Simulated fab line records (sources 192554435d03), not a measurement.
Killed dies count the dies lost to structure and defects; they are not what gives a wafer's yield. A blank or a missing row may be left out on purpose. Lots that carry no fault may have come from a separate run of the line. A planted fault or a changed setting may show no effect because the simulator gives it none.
fab line records	flow n5-finfet
[record] lots = 5	wafers = 15	last-day = 17
route steps=1938 shown ILD0@335 SDB@347 BEOL_M4@1111 PASSIVATION@1936
lots untouched by any fault: they come from a run of this same line in which no faults occurred
start-h: start of the lot's first displayed wafer, in hours after the record's first day	wait-h: how many hours have passed since the lot's step before this one	" identical to the entry in the row above	L1.1+2: a row that stands for several wafers	- value missing, or start not given	* or withheld: withheld	< > ~ a bound
route shown NAME@n: names a module that has steps shown in the file, with the first one's number in the route	usual: mean/standard deviation of fault-free wafers	same: alike in all rows	chamber/n: place in a boat	sites: the reading at each site	_std_site: standard deviation of those values	_edge_site: outer sites' mean less inner sites'	radius-mm: for every site, how far away it sits from the centre of the wafer	mask NAME#n: copy n	behind: the most recent tool/chamber to have shaped the wafer	hold: what put the lot on hold/how long, in hours/how the hold closed	device: names the non-switching transistor (n, p or np)	end of line: tests of these same wafers at the route's end	a step given without rows: its recipe and nothing more	killed: the dies lost at the first sort to structure and to defects; this is not the yield of the wafer	map: dies across one wafer; x = killed, . = not, _ = none there
set.NAME: the setting that was run; set.NAME@STEP: the one run at that earlier step	model.NAME: the simulator's own value behind a step, which no gauge read
certain route steps with their lots: each step a table, each wafer a row
services: a tool's chamber out of use, with start hour (start-h, from the record's first day; less than 0 if before it), hours out, and reason
[[steps]]
[step N5_ILD0_LINER_00]
[recipe] material = SiNx	target-thk-a = 40	temp-c = 400	ald-precursor-family = SiH2I2	ald-co-reactant = N2/H2-plasma	pulse-time-s = 1	purge-time-s = 2	co-reactant-purge-time-s = 2	ald-cycles = 80	pressure-torr = 2
[usual] heater-power-w = 864/78	precursor-pulse-height-rel = 0.999/0.021
[same] co-reactant-purge-time-s = 2
lot.wafer	tool	chamber	start-h	wait-h	heater-power-w	precursor-pulse-height-rel
L622.1	ald-sin-02	3	64.39	0.0	924	0.955
L622.2	"	0	"	"	805	1.010
L622.6	"	0	"	"	795	1.027
L628.2	ald-sin-02	0	100.27	0.5	798	0.991
L628.5	"	2	"	"	837	0.963
L628.6	"	1	"	"	1036	1.003
L636.1	ald-sin-03	2	153.26	0.0	806	1.024
L636.3	"	0	"	"	836	1.017
L636.4	"	1	"	"	939	0.995
L641.1	ald-sin-02	0	181.24	0.1	786	1.004
L641.3	"	2	"	"	828	1.006
L641.6	"	2	"	"	826	0.997
L644.1	ald-sin-04	2	198.64	0.0	791	0.992
L644.2	"	0	"	"	821	0.974
L644.3	"	1	"	"	911	0.992
[step N5_ILD0_FCVD_FILL_01]
[recipe] material = SiO2_flowable	target-thk-a = 2000	temp-c = 100	pressure-torr = 0.8	rf-w = 2000	time-s = 328.3
[step N5_ILD0_CURE_02]
[recipe] temp-c = 450	time-s = 1800	ambient = steam	idle-temp-c = 400	ramp-up-c-per-min = 5	ramp-down-c-per-min = 3	densification-p-h2o-torr = 640
[step N5_ILD0_CMP_03]
[recipe] stop-on = SiNx	t-overpolish-s = 1.9	post-cmp-clean = alkaline-brush	down-force-psi = 4.1491	platen-rpm = 51.796	pad-velocity-m-s = 1.0306	target-thk-nm = 197.38
[usual] motor-current-A = 12.5/1.2	overpolish-run-s = 1.899/0.009	time-to-endpoint-s = 70.6/2.8
lot.wafer	tool	chamber	start-h	wait-h	motor-current-A	overpolish-run-s	time-to-endpoint-s
L622.2	cmp-01	0	66.76	0.0	10.6	1.885	71.8
L622.1	"	3	"	"	13.5	1.907	69.2
L622.6	"	0	"	"	10.9	1.893	66.9
L628.2	cmp-02	0	102.73	0.1	12.9	1.918	73.3
L628.5	"	2	"	"	10.6	1.905	76.1
L628.6	"	3	"	"	11.5	1.897	72.2
L636.1	cmp-01	0	155.63	0.0	10.7	1.900	66.5
L636.4	"	1	"	"	15.6	1.903	71.1
L636.3	"	2	"	"	12.1	1.898	65.9
L641.1	cmp-02	1	183.64	0.1	12.8	1.899	77.3
L641.3	"	3	"	"	11.4	1.901	74.5
L641.6	"	1	"	"	12.9	1.914	73.3
L644.3	cmp-04	0	201.41	0.0	11.2	1.908	71.3
L644.1	"	1	"	"	13.6	1.909	76.0
L644.2	"	2	"	"	12.8	1.890	68.4
[step N5_ILD0_THK_MEAS_04]
[usual] thk-nm = 197.5/0.9
lot.wafer	tool	chamber	start-h	wait-h	thk-nm
L622.1	film-metro-02	-	67.06	-	197.4
L622.2	"	-	"	"	197.4
L622.6	"	-	"	"	196.6
L628.2	film-metro-02	-	102.95	-	198.0
L628.5	"	-	"	"	199.0
L628.6	"	-	"	"	200.3
L636.1	film-metro-01	-	155.92	-	198.4
L636.3	"	-	"	"	197.7
L636.4	"	-	"	"	196.3
L641.1	film-metro-02	-	183.90	-	196.7
L641.3	"	-	"	"	197.6
L641.6	"	-	"	"	198.0
L644.1	film-metro-01	-	201.70	-	196.5
L644.2	"	-	"	"	197.6
L644.3	"	-	"	"	198.0
[step N5_ILD0_CMP_07]
[recipe] stop-on = poly-Si	material = SiO2_flowable	t-overpolish-s = 1.18	post-cmp-clean = alkaline-brush	down-force-psi = 4.1491	platen-rpm = 51.796	pad-velocity-m-s = 1.0306	target-thk-nm = 138.88
[step N5_ILD0_THK_MEAS_08]
[usual] thk-nm = 138.6/0.82
lot.wafer	tool	chamber	start-h	wait-h	thk-nm
L622.1	film-metro-01	-	67.38	-	137.9
L622.2	"	-	"	"	137.1
L622.6	"	-	"	"	139.3
L628.2	film-metro-02	-	103.27	-	137.4
L628.5	"	-	"	"	138.3
L628.6	"	-	"	"	137.9
L636.1	film-metro-02	-	156.25	-	136.6
L636.3	"	-	"	"	137.8
L636.4	"	-	"	"	136.8
L641.1	film-metro-02	-	184.22	-	139.8
L641.3	"	-	"	"	139.4
L641.6	"	-	"	"	139.1
L644.1	film-metro-02	-	202.03	-	139.3
L644.2	"	-	"	"	138.9
L644.3	"	-	"	"	138.1
[step N5_ILD0_PRECLEAN_10]
[recipe] chemistry = NF3:NH3	afs-cycles = 5	time-s = 20	temp-c = 30	sublimation-temp-c = 180	sublimation-time-s = 60	pressure-torr = 3	rf-power-w = 30
[step N5_ILD0_ALD_15]
[recipe] material = SiNx	target-thk-a = 240	temp-c = 400	ald-precursor-family = SiH2I2	ald-co-reactant = N2/H2-plasma	pulse-time-s = 1	ald-cycles = 480	purge-time-s = 2	co-reactant-purge-time-s = 2	pressure-torr = 2
[usual] heater-power-w = 861/71	precursor-pulse-height-rel = 1.002/0.021
[same] co-reactant-purge-time-s = 2
lot.wafer	tool	chamber	start-h	wait-h	heater-power-w	precursor-pulse-height-rel
L622.1	ald-sin-03	1	68.32	0.8	963	0.984
L622.2	"	3	"	"	851	1.005
L622.6	"	2	69.41	1.1	841	0.978
L628.2	ald-sin-03	1	103.99	0.5	943	0.998
L628.5	"	1	105.07	1.2	947	1.010
L628.6	"	2	"	"	819	1.027
L636.1	ald-sin-03	2	156.96	0.6	805	1.034
L636.3	"	3	"	"	841	0.976
L636.4	"	0	"	"	832	0.998
L641.1	ald-sin-02	1	185.24	0.9	1040	1.018
L641.3	"	2	"	"	846	0.972
L641.6	"	0	186.32	1.4	780	1.017
L644.1	ald-sin-03	2	202.75	0.6	800	0.996
L644.2	"	0	"	"	863	1.053
L644.3	"	3	"	"	844	1.015
[step N5_ILD0_CMP_12]
[recipe] stop-on = poly-Si	material = SiNx	t-overpolish-s = 6	post-cmp-clean = alkaline-brush	down-force-psi = 2.5	platen-rpm = 51.8	pad-velocity-m-s = 1.0307	target-thk-nm = 17.67
[usual] motor-current-A = 9.1/0.78	overpolish-run-s = 6.000/0.0088	time-to-endpoint-s = 28.8/2.2
lot.wafer	tool	chamber	start-h	wait-h	motor-current-A	overpolish-run-s	time-to-endpoint-s
L622.1	cmp-01	1	70.52	1.1	10.4	5.992	29.9
L622.2	"	2	"	"	9.5	5.988	28.6
L622.6	"	1	"	"	11.5	6.004	28.7
L628.2	cmp-04	0	106.40	1.3	8.5	6.000	25.6
L628.5	"	2	"	"	8.9	6.009	27.0
L628.6	"	3	"	"	9.3	6.001	27.9
L636.3	cmp-02	3	159.17	1.1	8.4	6.002	28.3
L636.1	"	0	"	"	10.0	5.988	26.5
L636.4	"	2	"	"	8.1	6.000	29.5
L641.3	cmp-04	3	187.48	1.2	9.5	6.007	29.2
L641.1	"	1	"	"	10.0	6.000	28.9
L641.6	"	2	"	"	8.9	5.985	26.4
L644.3	cmp-02	2	204.95	1.1	8.4	5.989	31.1
L644.1	"	3	"	"	8.6	6.002	27.1
L644.2	"	1	"	"	9.2	6.005	29.9
[step N5_ILD0_THK_MEAS_13]
[usual] thk-nm = 17.9/1.1
lot.wafer	tool	chamber	start-h	wait-h	thk-nm
L622.1	film-metro-02	-	70.82	-	17.7
L622.2	"	-	"	"	17.7
L622.6	"	-	"	"	19.0
L628.2	film-metro-01	-	106.62	-	16.6
L628.5	"	-	"	"	17.4
L628.6	"	-	"	"	17.5
L636.1	film-metro-02	-	159.46	-	20.0
L636.3	"	-	"	"	19.4
L636.4	"	-	"	"	19.1
L641.1	film-metro-01	-	187.73	-	18.1
L641.3	"	-	"	"	17.6
L641.6	"	-	"	"	16.9
L644.1	film-metro-01	-	205.24	-	18.5
L644.2	"	-	"	"	18.3
L644.3	"	-	"	"	19.7
[step N5_ILD0_INSPECT_06]
[recipe] inspect-instrument = darkfield	mode = post-cmp
[usual] raw-defect-count = 39/18
lot.wafer	tool	chamber	start-h	wait-h	raw-defect-count
L622.1	defect-inspect-01	-	70.84	0.0	26
L622.2	"	-	"	"	30
L622.6	"	-	"	"	18
L628.2	defect-inspect-01	-	106.65	0.0	26
L628.5	"	-	"	"	30
L628.6	"	-	"	"	18
L636.1	defect-inspect-02	-	159.48	0.0	48
L636.3	"	-	"	"	67
L636.4	"	-	"	"	67
L641.1	defect-inspect-01	-	187.76	0.0	113
L641.3	"	-	"	"	100
L641.6	"	-	"	"	52
L644.1	defect-inspect-02	-	205.27	0.0	62
L644.2	"	-	"	"	49
L644.3	"	-	"	"	50
[step N5_SDB_HM_DEP_00]
[recipe] material = SiNx	target-thk-a = 400	temp-c = 400	precursor = SiH4/NH3/N2	pressure-torr = 1.5	rf-w = 300	time-s = 35.3
[usual] heater-power-w = 798/96	showerhead-plenum-p-Torr = 5.13/0.059	throttle-valve-pct = 39.2/1.9
lot.wafer	tool	chamber	start-h	wait-h	heater-power-w	showerhead-plenum-p-Torr	throttle-valve-pct
L622.1	pecvd-01	2	70.88	0.0	787	5.07	36.8
L622.2	"	1	"	"	854	5.20	41.0
L622.6	"	0	"	"	967	5.14	39.7
L628.2	pecvd-04	1	106.68	0.0	872	5.06	41.6
L628.5	"	0	"	"	680	5.10	37.5
L628.6	"	1	"	"	873	5.05	41.8
L636.1	pecvd-01	2	159.52	0.0	751	5.09	37.2
L636.3	"	0	"	"	1009	5.13	40.0
L636.4	"	1	"	"	762	5.21	41.1
L641.1	pecvd-04	1	187.80	0.0	861	5.04	41.6
L641.3	"	2	"	"	741	5.14	37.9
L641.6	"	1	"	"	844	5.05	41.7
L644.1	pecvd-02	0	205.30	0.0	681	5.14	40.4
L644.2	"	1	"	"	663	5.24	39.8
L644.3	"	2	"	"	942	5.07	35.7
[step N5_SDB_COAT_03]
[recipe] resist = SOC	temp-c = 250	time-s = 60	spin-rpm = 1500	resist-thk-nm = 100
[step N5_SDB_COAT_04]
[recipe] resist = SiARC	temp-c = 220	time-s = 60	spin-rpm = 1500	resist-thk-nm = 18
[step N5_SDB_COAT_05]
[recipe] resist = CAR-ArF	spin-rpm = 1500	resist-thk-nm = 90
[step N5_SDB_EBR_07]
[recipe] solvent = PGMEA	ebr-width-mm = 1.5
[step N5_SDB_SOFTBAKE_06]
[recipe] temp-c = 110	time-s = 60	resist = CAR-ArF
[step N5_SDB_EXPOSE_08]
[recipe] mask-id = SDB	na = 1.35	source-shape = conventional	sigma-outer = 0.5	polarization = unpolarized	dose-mj = 49.6
[step N5_SDB_PEB_09]
[recipe] peb-temp-c = withheld	peb-time-s = 60	resist = CAR-ArF
[step N5_SDB_DEVELOP_10]
[recipe] develop-time-s = 30	developer = TMAH	resist = CAR-ArF	rinse-liquid = diw	dry = air-spin	dev-temp-c = 23
[step N5_SDB_CD_MEAS_11]
[recipe] target-cd-nm = 50	landing-energy-ev = 500	detector = se-inlens	polarity = opening
[usual] cd-nm = 50.2/0.9
lot.wafer	tool	chamber	start-h	wait-h	cd-nm
L622.1	cd-sem-03	0	71.20	-	48.5
L622.2	"	0	"	"	48.8
L622.6	"	0	"	"	50.6
L628.2	cd-sem-01	0	107.13	-	51.6
L628.5	"	0	"	"	51.0
L628.6	"	0	"	"	51.3
L636.1	cd-sem-02	0	159.85	-	50.2
L636.3	"	0	"	"	49.5
L636.4	"	0	"	"	51.4
L641.1	cd-sem-02	0	188.27	-	49.8
L641.3	"	0	"	"	49.2
L641.6	"	0	"	"	49.1
L644.1	cd-sem-02	0	205.63	-	51.7
L644.2	"	0	"	"	51.7
L644.3	"	0	"	"	51.2
[step N5_SDB_OVL_MEAS_12]
[recipe] points-per-wafer = 44
[usual] SDB_OVL = -0.3/0.72
lot.wafer	tool	chamber	start-h	wait-h	SDB_OVL[nm]
L622.1	overlay-02	0	71.23	0.0	-0.8
L622.2	"	0	"	"	-0.6
L622.6	"	0	"	"	-0.9
L628.2	overlay-01	0	107.16	0.0	0.3
L628.5	"	0	"	"	-0.8
L628.6	"	0	"	"	1.2
L636.1	overlay-02	0	159.88	0.0	-1.2
L636.3	"	0	"	"	-0.5
L636.4	"	0	"	"	0.2
L641.1	overlay-01	0	188.30	0.0	0.7
L641.3	"	0	"	"	0.5
L641.6	"	0	"	"	-0.5
L644.1	overlay-02	0	205.66	0.0	-1.4
L644.2	"	0	"	"	-0.7
L644.3	"	0	"	"	-1.2
[step N5_SDB_INSPECT_13]
[recipe] mode = adi	inspect-instrument = brightfield
[usual] raw-defect-count = 83/35
lot.wafer	tool	chamber	start-h	wait-h	raw-defect-count
L622.1	defect-inspect-01	-	71.26	0.0	59
L622.2	"	-	"	"	125
L622.6	"	-	"	"	51
L628.2	defect-inspect-02	-	107.19	0.0	52
L628.5	"	-	"	"	511
L628.6	"	-	"	"	106
L636.1	defect-inspect-01	-	159.90	0.0	209
L636.3	"	-	"	"	153
L636.4	"	-	"	"	115
L641.1	defect-inspect-01	-	188.33	0.0	64
L641.3	"	-	"	"	74
L641.6	"	-	"	"	124
L644.1	defect-inspect-02	-	205.68	0.0	64
L644.2	"	-	"	"	35
L644.3	"	-	"	"	68
[step N5_SDB_DESCUM_16]
[recipe] chemistry = O2	time-s = 7.9	source-power-w = 50	bias-power-w = 20	pressure-mtorr = 20	rf-frequency-hz = 2.712e+07	temp-c = 40	resist = CAR-ArF	o2-flow-sccm = 225
[usual] drypump-motor-current-A = 5.8/0.37	oes-product-au = 0.78/0.11	rf-vpp-V = 243.6/1.4	showerhead-plenum-p-Torr = 2.11/0.079	throttle-valve-pct = 20.52/0.24
lot.wafer	tool	chamber	start-h	wait-h	drypump-motor-current-A	oes-product-au	rf-hours-counter-h	rf-vpp-V	showerhead-plenum-p-Torr	throttle-valve-pct
L622.1	rie-diel-06	3	71.29	0.0	5.6	0.69	208	244.0	2.07	20.66
L622.2	"	2	"	"	6.3	0.71	232	240.7	1.97	20.30
L622.6	"	2	"	"	6.3	0.71	-	242.3	1.97	20.32
L628.2	rie-diel-05	1	107.22	0.0	5.5	0.68	237	242.3	2.06	20.50
L628.5	"	2	"	"	6.0	0.71	-	243.5	2.16	20.73
L628.6	"	3	"	"	5.7	0.69	-	243.4	2.07	20.73
L636.1	rie-diel-05	3	159.94	0.0	5.7	0.96	7	242.3	2.07	20.33
L636.3	"	0	"	"	5.8	0.85	51	244.8	2.21	20.76
L636.4	"	0	"	"	5.8	0.85	-	246.5	2.21	20.76
L641.1	rie-diel-06	2	188.36	0.0	6.3	0.95	13	245.7	2.22	20.02
L641.3	"	0	"	"	5.7	0.99	1	245.9	2.23	20.31
L641.6	"	1	"	"	5.2	0.72	-	244.1	2.16	20.78
L644.1	rie-diel-02	2	206.72	1.0	5.7	0.75	145	241.9	2.01	20.69
L644.2	"	3	"	"	6.6	0.78	106	245.8	2.20	20.27
L644.3	"	0	"	"	6.2	0.92	21	241.8	2.04	20.19
[step N5_BEOL_M4_RC_MEAS_101]
[usual] DIBL_N = 36.1/1.3	DIBL_P = 36.3/1.4	IOFF_N = 0.162/0.024	IOFF_P = 0.22/0.033	ION_N = 674/9.9	ION_P = 464/7.6	SS_N = 71.6/0.53	SS_P = 73.4/0.55	VT_N = 249.4/2.9	VT_P = -249/3.3
lot.wafer	tool	chamber	start-h	wait-h	DIBL_N[mV/V]	DIBL_P[mV/V]	IOFF_N[nA/um]	IOFF_P[nA/um]	ION_N[uA/um]	ION_P[uA/um]	SS_N[mV/dec]	SS_P[mV/dec]	VT_N[mV]	VT_P[mV]
L622.1	prober-02	0	171.90	0.0	35.9	36.6	0.171	0.23	691	475	71.9	73.4	247.3	-247
L622.2	"	0	"	"	33.6	33.9	0.120	0.18	664	461	71.7	72.5	254.1	-250
L622.6	"	0	"	"	35.0	35.4	0.156	0.22	684	467	71.4	74.0	249.2	-247
L628.2	prober-01	0	202.52	0.2	35.5	35.6	0.145	0.19	678	461	70.9	73.0	250.5	-251
L628.5	"	0	"	"	37.0	37.0	0.162	0.21	674	457	71.1	73.1	250.7	-252
L628.6	"	0	"	"	36.5	37.6	0.170	0.22	672	453	71.4	73.5	249.2	-252
L636.1	prober-02	0	255.72	0.0	33.6	34.7	0.129	0.20	663	461	70.9	73.1	253.5	-249
L636.3	"	0	"	"	35.1	35.0	0.152	0.22	670	466	71.6	73.1	249.9	-250
L636.4	"	0	"	"	35.0	34.7	0.147	0.21	671	460	71.3	73.6	253.3	-248
L641.1	prober-02	0	284.43	0.0	37.2	36.5	0.175	0.22	676	465	72.1	74.0	247.9	-249
L641.3	"	0	"	"	37.0	37.1	0.177	0.24	686	473	71.3	73.1	247.5	-246
L641.6	"	0	"	"	37.1	37.2	0.180	0.24	680	463	71.5	73.3	245.3	-245
L644.1	prober-01	0	296.55	0.0	33.6	33.1	0.115	0.16	665	459	70.3	73.1	253.6	-253
L644.2	"	0	"	"	35.7	35.7	0.151	0.20	678	466	71.5	73.4	251.3	-249
L644.3	"	0	"	"	34.9	35.3	0.137	0.19	663	459	70.6	73.3	252.7	-253
[step N5_PASSIVATION_PROBE_49]
[usual] defect-limited-yield = 91.1/1.5	killed_at_M0_to_M3 = 36/11	killed_at_M4_up = 13/5	killed-at-contacts = 13/5	killed-at-front-end = 40/12	killed-at-other = 3.3/2.3	killed-dies = 106/17	killed-open = 70/13	killed-short = 34/7.6	sort_bin_5_function = 5.3/0.96	sort_bin_6_memory = 3.3/0.66	sort-n-pass = 1074/17	sort-yield-pct = 91.1/1.5
[same] gross-dies = 1180	killed-at-back-side = 0	sort_bin_4_leakage[%] = 0	sort_bin_8_speed[%] = 0
lot.wafer	tool	chamber	start-h	wait-h	defect-limited-yield[%]	killed_at_M0_to_M3	killed_at_M4_up	killed-at-contacts	killed-at-front-end	killed-at-other	killed-dies	killed-open	killed-short	sort_bin_5_function[%]	sort_bin_6_memory[%]	sort-n-pass	sort-yield-pct[%]
L622.1	prober-01	-	268.97	0.0	92.4	39	16	12	19	4	90	61	29	4.8	2.5	1090	92.4
L622.2	prober-01	-	269.02	0.1	93.2	34	16	7	22	1	80	57	22	3.8	2.7	1100	93.2
L622.6	prober-01	-	269.22	0.3	92.2	42	7	13	28	2	92	53	38	4.8	2.7	1088	92.2
L628.5	prober-01	-	299.72	0.2	81.4	38	21	14	141	6	220	73	30	12.8	4.3	960	81.4
L636.1	prober-01	-	364.85	0.0	88.5	40	9	18	69	0	136	91	45	6.9	4.2	1044	88.5
L636.3	prober-01	-	364.95	0.1	91.3	39	9	12	41	2	103	75	28	6.0	2.5	1077	91.3
L636.4	prober-01	-	365.00	0.2	88.7	29	10	27	66	1	133	95	33	6.2	4.5	1047	88.7
L641.1	prober-01	-	397.46	0.0	92.7	36	7	11	31	1	86	55	29	4.1	3.1	1094	92.7
L641.3	prober-01	-	397.56	0.1	89.8	37	9	11	63	0	120	87	32	6.6	3.6	1060	89.8
L641.6	prober-01	-	397.71	0.3	88.0	45	9	20	62	6	142	99	43	7.2	4.5	1038	88.0
L644.1	prober-01	-	408.73	0.0	91.6	38	11	7	37	6	99	63	35	4.9	3.4	1081	91.6
L644.2	prober-01	-	408.78	0.1	91.4	34	17	15	36	0	102	73	28	4.5	4.1	1078	91.4
L644.3	prober-01	-	408.83	0.1	90.3	34	6	18	51	6	115	65	50	5.6	3.9	1065	90.3
// killed by level:class
L622.1 BEOL_M0_SAQP:geometric-particle:open=12 MOL_CONTACT_COAG:geometric-particle:open=10 BEOL_M0_SAQP:geometric-particle:short=9 BEOL_M4:geometric-particle:open=8 BEOL_M3:geometric-particle:open=5 DUMMY_GATE:geometric-particle:open=4 BEOL_M2:geometric-particle:open=4 BEOL_M3:geometric-particle:short=4
L622.2 BEOL_M2:geometric-particle:open=9 STI_FIN_REVEAL:geometric-particle:open=9 BEOL_M0_SAQP:geometric-particle:short=9 BEOL_M0_SAQP:geometric-particle:open=8 MOL_CONTACT_COAG:geometric-particle:open=5 BEOL_M4:geometric-particle:open=5 BEOL_M5:geometric-particle:open=4 FIN_SAQP:geometric-particle:open=3
L622.6 BEOL_M0_SAQP:geometric-particle:short=13 MOL_CONTACT_COAG:geometric-particle:open=11 BEOL_M0_SAQP:geometric-particle:open=9 FIN_SAQP:geometric-particle:short=8 BEOL_M2:geometric-particle:open=7 FIN_SAQP:geometric-particle:open=5 BEOL_M1:geometric-particle:open=5 BEOL_M3:geometric-particle:open=4
L628.5 SDB:unspecified=117 MOL_CONTACT_COAG:geometric-particle:open=10 BEOL_M2:geometric-particle:open=10 BEOL_M4:geometric-particle:open=10 BEOL_M0_SAQP:geometric-particle:short=8 BEOL_M0_SAQP:geometric-particle:open=8 FIN_SAQP:geometric-particle:open=7 FIN_SAQP:geometric-particle:short=6
L636.1 FIN_SAQP:geometric-particle:open=23 FIN_SAQP:geometric-particle:short=19 MOL_CONTACT_COAG:geometric-particle:open=16 BEOL_M0_SAQP:geometric-particle:open=12 STI_FIN_REVEAL:geometric-particle:open=11 BEOL_M0_SAQP:geometric-particle:short=8 BEOL_M3:geometric-particle:open=5 BEOL_M2:geometric-particle:open=5
L636.3 BEOL_M0_SAQP:geometric-particle:open=15 DUMMY_GATE:geometric-particle:open=13 MOL_CONTACT_COAG:geometric-particle:open=11 FIN_SAQP:geometric-particle:short=7 FIN_SAQP:geometric-particle:open=6 BEOL_M3:geometric-particle:open=6 BEOL_M1:geometric-particle:open=5 BEOL_M1:geometric-particle:short=5
L636.4 FIN_SAQP:geometric-particle:open=25 MOL_CONTACT_COAG:geometric-particle:open=24 FIN_SAQP:geometric-particle:short=11 BEOL_M0_SAQP:geometric-particle:short=8 BEOL_M0_SAQP:geometric-particle:open=8 DUMMY_GATE:geometric-particle:open=7 STI_FIN_REVEAL:geometric-particle:open=5 HKMG_FIN:area-etch=5
L641.1 BEOL_M2:geometric-particle:open=16 MOL_CONTACT_COAG:geometric-particle:open=9 BEOL_M0_SAQP:geometric-particle:short=9 DUMMY_GATE:geometric-particle:open=6 FIN_SAQP:geometric-particle:open=5 STARTING-WAFER:geometric-particle:open=5 BEOL_M0_SAQP:geometric-particle:open=4 BEOL_M2:geometric-particle:short=4
L641.3 STI_FIN_REVEAL:geometric-particle:open=24 MOL_CONTACT_COAG:geometric-particle:open=11 DUMMY_GATE:geometric-particle:open=10 BEOL_M0_SAQP:geometric-particle:short=10 BEOL_M0_SAQP:geometric-particle:open=8 FIN_SAQP:geometric-particle:short=7 BEOL_M2:geometric-particle:open=7 GATE_CUT:geometric-particle:open=5
L641.6 BEOL_M0_SAQP:geometric-particle:open=20 STI_FIN_REVEAL:geometric-particle:open=19 MOL_CONTACT_COAG:geometric-particle:open=17 FIN_SAQP:geometric-particle:short=13 BEOL_M2:geometric-particle:open=9 DUMMY_GATE:geometric-particle:open=7 BEOL_M0_SAQP:geometric-particle:short=7 STI_FIN_REVEAL:geometric-particle:short=6
L644.1 FIN_SAQP:geometric-particle:open=11 BEOL_M1:geometric-particle:open=11 FIN_SAQP:geometric-particle:short=9 BEOL_M0_SAQP:geometric-particle:short=8 MOL_CONTACT_COAG:geometric-particle:open=6 STARTING-WAFER:geometric-particle:open=6 BEOL_M3:geometric-particle:short=5 BEOL_M2:geometric-particle:open=4
L644.2 FIN_SAQP:geometric-particle:short=13 MOL_CONTACT_COAG:geometric-particle:open=13 BEOL_M5:geometric-particle:open=9 DUMMY_GATE:geometric-particle:open=7 BEOL_M0_SAQP:geometric-particle:open=7 BEOL_M2:geometric-particle:open=7 FIN_SAQP:geometric-particle:open=6 BEOL_M1:geometric-particle:open=6
L644.3 FIN_SAQP:geometric-particle:short=21 MOL_CONTACT_COAG:geometric-particle:open=14 FIN_SAQP:geometric-particle:open=10 BEOL_M1:geometric-particle:open=7 BEOL_M0_SAQP:geometric-particle:short=7 BEOL_M0_SAQP:geometric-particle:open=5 BEOL_M3:geometric-particle:open=5 STI_FIN_REVEAL:geometric-particle:open=4
// map L628.5 (x killed, . not)
_________________...x..x.....________________
______________...x....x........._____________
___________...............x.......x__________
__________..x......x.x........x....x_________
________.................x.x...x.xx.x._______
_______.x..x.....x..x...x.xxxxxxx.x.x.x______
______.......x..x........x.xxxxxxxxxx..._____
_____....................xxxxxxxxxxxxx...____
____x...........x......x...xxxxxxxxxxx....___
___............x.xx....xxxxxxxxxxxxxx......__
___.x......x............xxxxxxxxxxxxxxx..x.__
__.......................xxxxxxxxxxxx......x_
__....x.............x..xx.xxxxxxxxxx........_
_........................x.xxxxxxxx.x.x......
_....................x.xx...xxxxxxx.x........
_..x.........xx.....x.......x.xx..x..........
_...................xx...................x...
_......x....................x..............xx
_...x................xx...........x..........
_................x..x.........x..............
_...........x..x.....x.....x......xx.x.......
__...........................x..........x..._
__.x..................x......x..........x..._
___.........................x.....x........__
___...........x....x........x.....x..x.....__
____........x...x.........................___
_____....x...............................____
______......x..xx................x......_____
_______................xx.x............______
________...x............x..x.........._______
__________...x..x................x.._________
___________...x....x...........x.x.__________
______________....x............._____________
_________________.x..........________________
// map L641.6 (x killed, . not)
_________________...........x________________
______________.x............x..._____________
___________..x.....x...xx..........__________
__________.................x........_________
________x......x.................x..x._______
_______x..................x........x...______
______......x.........................x._____
_____...........x.....x.....xx...........____
____...............x........x....xx.....x.___
___..x..x.....x...x......x.................__
___...............................x.......x__
__x..x.x.....xx......x...........x...x......_
__.x.....x............................x....._
_............x......x........x........xx.....
_............x.....x......x.......xxx.x......
_...x.............x.................x........
_..x....x......x..x...x...x....x...........x.
_x...............x...........x...............
_...x.....x..x...x..................x....x...
_.....x.x..............xx......x............x
_..x.........x....x........xxx........x......
__.....x............xx............x........._
__.........x.....x..x................x......_
___.......x.x......x.......................__
___x...x....x......x..x...........x........__
____......x.......x.x...x..x.....x....x..x___
_____.............x...xx.........x......x____
______x............xx.....x.....x......._____
_______........x.................x...x.______
________...x.x....xx..........x....x.._______
__________.....x.x...x.x.x.........._________
___________.........x..........x...__________
______________.....x............_____________
_________________....x.......________________
[[services]]
tool	chamber	start-h	hours	kind
rie-diel-06	3	59.12	9.1	repair
cmp-01	-	59.51	3.7	repair
rie-diel-05	-	63.33	2.8	pm
ald-sin-02	-	67.35	0.4	repair
cmp-01	-	72.24	31.9	repair
rie-diel-06	-	79.78	2.8	pm
cmp-02	-	81.87	0.4	repair
ald-sin-03	-	85.25	14.0	pm
rie-diel-05	-	86.39	1.6	repair
rie-diel-05	2	100.46	3.0	repair
cmp-01	-	104.18	4.5	pm
pecvd-04	0	109.58	6.7	repair
rie-diel-05	3	111.83	8.0	repair
rie-diel-05	2	116.00	12.2	repair
pecvd-04	0	119.41	85.6	repair
ald-sin-03	-	131.06	1.0	repair
cmp-04	-	131.65	2.6	repair
rie-diel-05	0	132.36	12.9	repair
rie-diel-06	0	144.48	15.5	repair
cmp-04	-	157.70	1.3	repair
cmp-04	-	169.03	0.3	repair
cmp-04	-	169.93	0.9	repair
ald-sin-03	2	182.01	9.5	repair
cmp-02	-	184.67	4.0	pm
[[key]]
[first-sign] step = N5_SDB_INSPECT_13	reading = raw-defect-count	direction = up	sigmas = 12	usual = 83	struck = 511
[effect] step = N5_PASSIVATION_PROBE_49	reading = killed-at-front-end	direction = up	sigmas = 8.3	usual = 40	struck = 141
[more-kills-born-at] N5_SDB_HM_DEP_00@pecvd-04 = 117
met-at N5_SDB_HM_DEP_00
struck-wafers L628.5
[fault] kind = chamber-particle-source	tool = pecvd-04	chamber = 0	onset-h = 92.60	steps = N5_SDB_HM_DEP_00	rate-per-visit-cm2 = 0.67694	end-h = 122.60
